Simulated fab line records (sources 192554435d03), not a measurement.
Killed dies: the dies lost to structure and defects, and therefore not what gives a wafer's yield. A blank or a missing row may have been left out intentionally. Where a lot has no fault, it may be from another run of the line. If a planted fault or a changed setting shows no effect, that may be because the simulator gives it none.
Comparing a struck lot with a sound one :: flow n5_finfet :: 23 out of 1938 route steps
Sound: wafers L622.1, L622.4, L622.6. Struck: wafers L619.1, L619.5, L619.6. At the end, the cause is stated.
Each step with rows lists, per side, the tool, then ch with its chambers, then its first start. Under that, the readings that differ: sound wafers :: struck wafers :: difference of the means :: sigmas: that difference in standard deviations of wafers without a fault.
alike: readings whose means differ by less than 2 such deviations, and words and numbers that are the same on both sides. not compared: withheld readings, readings that some wafer has no value for, bounds like >300 that may hide the same value, and numbers for which the record gives no deviation and whose values overlap.
A row with sigmas, a row that says differs or no value, or rows on one side alone: a step with any of these is where the two part. Non-overlapping numbers with no deviation appear without sigmas and do not part them. Lack of a reading on every wafer of one side parts them only where that side has two or more wafers.

first, 11 steps without rows for these wafers: N5_BEOL_M7_ETCH_62 (etches SOC in N2/H2, target depth 110 nm, overetch 22 nm, time 165 s); N5_BEOL_M7_STRIP_68 (strips in N2/H2); N5_BEOL_M7_STRIP_67 (strips in CF4); N5_BEOL_M7_HM_OPEN_17 (chemistry Cl2/BCl3, target TiN, target depth 20 nm, overetch 6 nm); N5_BEOL_M7_STRIP_19 (strips in O2); N5_BEOL_M7_COAT_63 (time 60 s, resist thk 60 nm); N5_BEOL_M7_COAT_64 (time 60 s, resist thk 12 nm); N5_BEOL_M7_COAT_71 (time 60 s, resist thk 5 nm); N5_BEOL_M7_COAT_22 (resist thk 30 nm); N5_BEOL_M7_EBR_24; N5_BEOL_M7_SOFTBAKE_23 (time 60 s).
N5_BEOL_M7_EXPOSE_25: exposes mask V6, target cd 40 nm.
  sound on euv_scanner-01 ch 0, day 14 18:39; struck on euv_scanner-02 ch 0, day 13 20:11
reading: exposure_dose_mJ_cm2
sound: 42.49 42.55 42.46
struck: 41.63 41.60 41.59
difference: -0.89
sigmas: -19
  alike: mask
then, 2 steps without rows for these wafers: N5_BEOL_M7_PEB_26 (peb time 60 s); N5_BEOL_M7_DEVELOP_27 (develop time 30 s).
N5_BEOL_M7_DESCUM_33: chemistry O2, time 7 s.
  sound on rie_diel-01 ch 1,2,3, day 14 18:55; struck on rie_diel-06 ch 0,1,3, day 13 20:35
reading: model.BEOL_M7.cd_nm (nm)
sound: 40 40 40
struck: 39.4 39.8 39.6
difference: -0.4
sigmas: 
  alike: bias_power_w, chamber_pressure_mTorr, drypump_motor_current_A, o2_flow_sccm, oes_product_au, rf_vpp_V, showerhead_plenum_p_Torr, throttle_valve_pct
  not compared: rf_hours_counter_h
then, 5 steps without rows for these wafers: N5_BEOL_M7_ETCH_72 (etches underlayer in N2/H2, target depth 6.5 nm, time 5.2 s); N5_BEOL_M7_ETCH_65 (etches SiARC in CF4, target depth 15.6 nm, time 26 s); N5_BEOL_M7_ETCH_66 (etches SOC in N2/H2, target depth 80 nm, overetch 16 nm, time 120 s); N5_BEOL_M7_STRIP_69 (strips in N2/H2); N5_BEOL_M7_STRIP_73 (strips in N2/H2).
N5_BEOL_M7_VIA_ETCH_34: etches SiCOH lowk in C4F6/O2, target depth 125.5 nm, time 50.5 s.
  sound on rie_diel-01 ch 1,2,3, day 14 19:06; struck on rie_diel-06 ch 0,1,3, day 13 20:46
reading: model.BEOL_M7.cd_nm (nm)
sound: 40.2 40 40
struck: 39.4 39.8 39.4
difference: -0.5
sigmas: 
  alike: C4F6_flow_sccm, chamber_pressure_mTorr, drypump_motor_current_A, oes_f_703_au, oes_o_777_au, oes_product_au, rf_vpp_V, showerhead_plenum_p_Torr, throttle_valve_pct
  not compared: rf_hours_counter_h
then, 2 steps without rows for these wafers: N5_BEOL_M7_STRIP_76 (strips in C4F6/O2); N5_PASSIVATION_PROBE_49.

== WHERE THEY PART ==
N5_BEOL_M7_EXPOSE_25 only, going by this record. Later steps at which nothing parts them and some readings are alike: N5_BEOL_M7_DESCUM_33, N5_BEOL_M7_VIA_ETCH_34.

WHY: what had been put in by the simulator
Process parameter drift: euv_scanner-02, from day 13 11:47 on, at N5_BEOL_M7_EXPOSE_25. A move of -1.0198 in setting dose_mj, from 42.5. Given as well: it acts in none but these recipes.
